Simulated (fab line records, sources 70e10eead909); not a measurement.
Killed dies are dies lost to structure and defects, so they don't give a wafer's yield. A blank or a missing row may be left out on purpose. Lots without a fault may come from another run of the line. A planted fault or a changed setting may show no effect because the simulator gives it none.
Chamber matching | flow nand_harc | NHARC_A_BLC_CMP_25 on cmp-02: 4 sister chambers
The step polishes, t overpolish 30 s, target thk 150 nm. 18 wafers are shown with their chamber, then 9 later ones without.

WAFERS WITH THEIR CHAMBER
wafer  | chamber | motor_current_A (A) | overpolish_run_s (s) | time_to_endpoint_s (s)
L074.3 | 1       | 12.2                | 29.994               | 30.1
L074.4 | 2       | 12.5                | 30.006               | 32.1
L074.6 | 1       | 11.8                | 30.014               | 30.5
L079.1 | 2       | 12.3                | 30.005               | 29.4
L079.3 | 3       | 13.0                | 30.004               | 34.1
L079.5 | 1       | 12.0                | 30.000               | 30.4
L081.1 | 2       | 11.7                | 29.996               | 29.8
L081.2 | 0       | 12.8                | 30.001               | 29.4
L081.4 | 1       | 12.2                | 30.004               | 26.9
L083.1 | 2       | 11.7                | 30.007               | 26.6
L083.4 | 1       | 11.8                | 29.978               | 27.5
L083.6 | 3       | 12.8                | 30.005               | 29.3
L084.1 | 3       | 12.4                | 30.003               | 28.5
L084.5 | 2       | 11.4                | 30.003               | 29.8
L084.6 | 3       | 12.8                | 29.998               | 30.9
L089.2 | 3       | 12.9                | 30.007               | 28.9
L089.3 | 0       | 12.7                | 30.006               | 32.9
L089.5 | 1       | 12.5                | 29.990               | 29.4

SIGNATURES (means of the wafers above)
reading            | chamber 0 | chamber 1 | chamber 2 | chamber 3 | scatter within a chamber
motor_current_A    | 12.750    | 12.083    | 11.920    | 12.780    | 0.32
overpolish_run_s   | 30.00350  | 29.99667  | 30.00340  | 30.00340  | 0.00802
time_to_endpoint_s | 31.150    | 29.133    | 29.540    | 30.340    | 1.97
Rule: a wafer's distance from a chamber is the root of the sum, over the readings, of the square of ((its reading less the chamber's mean) divided by the reading's scatter). The wafer belongs to the nearest chamber; if the next one is less than 2 further off, it can't be placed. The scatter: the root of (the sum of the squares of (reading less its chamber's mean) over the shown wafers, divided by (wafers less chambers)).

WAFERS WITHOUT THEIR CHAMBER
wafer  | motor_current_A (A) | overpolish_run_s (s) | time_to_endpoint_s (s)
L087.2 | 11.8                | 30.006               | 30.4
L087.4 | 12.6                | 29.980               | 33.5
L087.6 | 11.7                | 29.995               | 32.5
L093.4 | 12.6                | 29.989               | 30.3
L093.5 | 12.1                | 30.000               | 29.1
L093.6 | 12.3                | 30.001               | 33.3
L095.1 | 13.0                | 30.005               | 33.7
L095.2 | 11.1                | 30.005               | 33.3
L095.6 | 12.1                | 29.976               | 32.4

WHICH CHAMBER EACH WENT THROUGH
wafer  | from the rows above               | in truth
L087.2 | can't be placed: 2 or 1           | 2
L087.4 | can't be placed: 0 or 3 or 1 or 2 | 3
L087.6 | can't be placed: 2 or 1 or 0 or 3 | 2
L093.4 | can't be placed: 3 or 0 or 1 or 2 | 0
L093.5 | can't be placed: 1 or 2 or 3 or 0 | 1
L093.6 | can't be placed: 0 or 3 or 2 or 1 | 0
L095.1 | can't be placed: 0 or 3           | 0
L095.2 | can't be placed: 2 or 1           | 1
L095.6 | can't be placed: 1 or 2 or 0 or 3 | 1
Placed correctly: 0 of 9. Can't be placed from these rows: 9 (the true chamber is among the candidates in 9). Placed wrongly: 0.
